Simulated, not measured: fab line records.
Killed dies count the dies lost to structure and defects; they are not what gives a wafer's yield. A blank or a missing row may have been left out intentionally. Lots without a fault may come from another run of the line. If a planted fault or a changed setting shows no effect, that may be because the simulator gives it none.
The tool behind it: which one? | flow n5 finfet | 9 lots (26 wafers sampled), 1 step of a 1938-step route

WHAT EACH GAUGE READ, for each wafer
N5_BEOL_M4_RC_MEAS_101. Usual: DIBL_N 36.4 mV/V, standard deviation 1.9; DIBL_P 35.8 mV/V, standard deviation 2.1; IOFF_N 0.158 nA/um, standard deviation 0.029; IOFF_P 0.21 nA/um, standard deviation 0.035; ION_N 676 uA/um, standard deviation 14; ION_P 465 uA/um, standard deviation 9.7; SS_N 71.5 mV/dec, standard deviation 0.66; SS_P 73.4 mV/dec, standard deviation 0.7; VT_N 249.8 mV, standard deviation 3; VT_P -250 mV, standard deviation 3.3.
lot  | measured     | on        | DIBL_N (mV/V)  | DIBL_P (mV/V)  | IOFF_N (nA/um)    | IOFF_P (nA/um) | ION_N (uA/um) | ION_P (uA/um) | SS_N (mV/dec)  | SS_P (mV/dec)  | VT_N (mV)         | VT_P (mV)      | flag
L702 | day 9 17:47  | prober-01 | 37.6 35.9 36.8 | 38.6 36.5 36.9 | 0.163 0.137 0.157 | 0.19 0.17 0.17 | 661 650 659   | 446 443 446   | 70.9 71.0 71.7 | 73.8 73.6 73.1 | 250.5 253.8 250.6 | -253 -256 -257 |
L705 | day 10 17:08 | prober-02 | 37.6 38.4 39.1 | 35.5 36.2 37.2 | 0.155 0.171 0.180 | 0.22 0.22 0.25 | 688 690 688   | 474 471 476   | 70.3 71.1 71.3 | 73.1 73.4 73.6 | 249.2 250.3 249.5 | -248 -246 -245 |
L707 | day 11 02:13 | prober-02 | 36.7 33.3 37.8 | 36.4 32.6 36.6 | 0.161 0.110 0.167 | 0.22 0.17 0.23 | 684 675 667   | 468 465 461   | 72.4 70.9 72.5 | 73.9 72.2 73.8 | 250.9 255.0 252.5 | -247 -251 -246 |
L708 | day 11 04:08 | prober-01 | 38.3 34.2      | 38.8 35.3      | 0.204 0.135       | 0.30 0.23      | 678 686       | 472 482       | 72.6 71.4      | 74.8 73.7      | 246.1 250.5       | -246 -246      |
L716 | day 12 22:31 | prober-02 | 38.4 36.3 36.8 | 38.6 36.6 37.9 | 0.208 0.156 0.164 | 0.30 0.24 0.27 | 694 656 680   | 479 460 471   | 71.9 71.5 71.6 | 73.8 73.0 73.5 | 245.0 250.2 246.9 | -243 -246 -244 |
L717 | day 13 18:32 | prober-02 | 35.8 35.2 34.1 | 34.8 34.1 31.6 | 0.155 0.142 0.117 | 0.21 0.19 0.16 | 671 666 656   | 469 459 448   | 71.1 71.3 71.0 | 73.4 73.4 72.0 | 250.0 251.1 250.5 | -249 -248 -251 |
L718 | day 14 12:35 | prober-02 | 37.4 34.5 38.1 | 37.4 32.9 38.2 | 0.166 0.117 0.185 | 0.20 0.15 0.22 | 686 664 688   | 465 452 465   | 72.2 71.0 71.3 | 73.7 72.8 73.6 | 249.1 253.6 248.7 | -254 -256 -253 |
L720 | day 14 17:02 | prober-01 | 36.4 37.4 35.7 | 37.0 37.0 35.5 | 0.159 0.168 0.139 | 0.23 0.22 0.21 | 691 676 679   | 473 466 472   | 70.7 71.6 71.5 | 73.3 73.9 73.3 | 250.1 248.1 253.4 | -250 -250 -250 |
L722 | day 15 10:07 | prober-01 | 33.6 31.6 30.2 | 33.7 31.8 30.0 | 0.126 0.110 0.091 | 0.18 0.16 0.14 | 668 667 652   | 463 462 455   | 72.0 70.6 70.8 | 72.9 72.2 71.9 | 252.8 253.3 257.4 | -250 -254 -254 |

TOOL THAT RAN EACH LOT (tool first, then ch and the chambers of the sampled wafers, then the start)
The record holds no process step before these readings.

WHAT THE TOOLS THEMSELVES READ (means of the sampled wafers that have a number; where no wafer has one, the mark that the record gives instead)
The record holds no such reading with a usual standard deviation.

THE ANSWER, worked out from the rows above alone
Rule: lot off if the mean of its wafers having a number is beyond 3 standard deviations from the usual mean. A lot without any number at a reading at which 4 lots or more have one is off too. All remaining lots with rows at the step are treated as sound. Order of review: gauges by route order, followed by the tools' own readings, for which a lot's mean as printed above is used. The first step at which some lot is off is used, and at that step the reading that is off furthest; a lot without a number counts as furthest.
No lot is off on any of the readings shown, so nothing can be concluded from this.

WHAT THE SIMULATOR HAD PUT IN
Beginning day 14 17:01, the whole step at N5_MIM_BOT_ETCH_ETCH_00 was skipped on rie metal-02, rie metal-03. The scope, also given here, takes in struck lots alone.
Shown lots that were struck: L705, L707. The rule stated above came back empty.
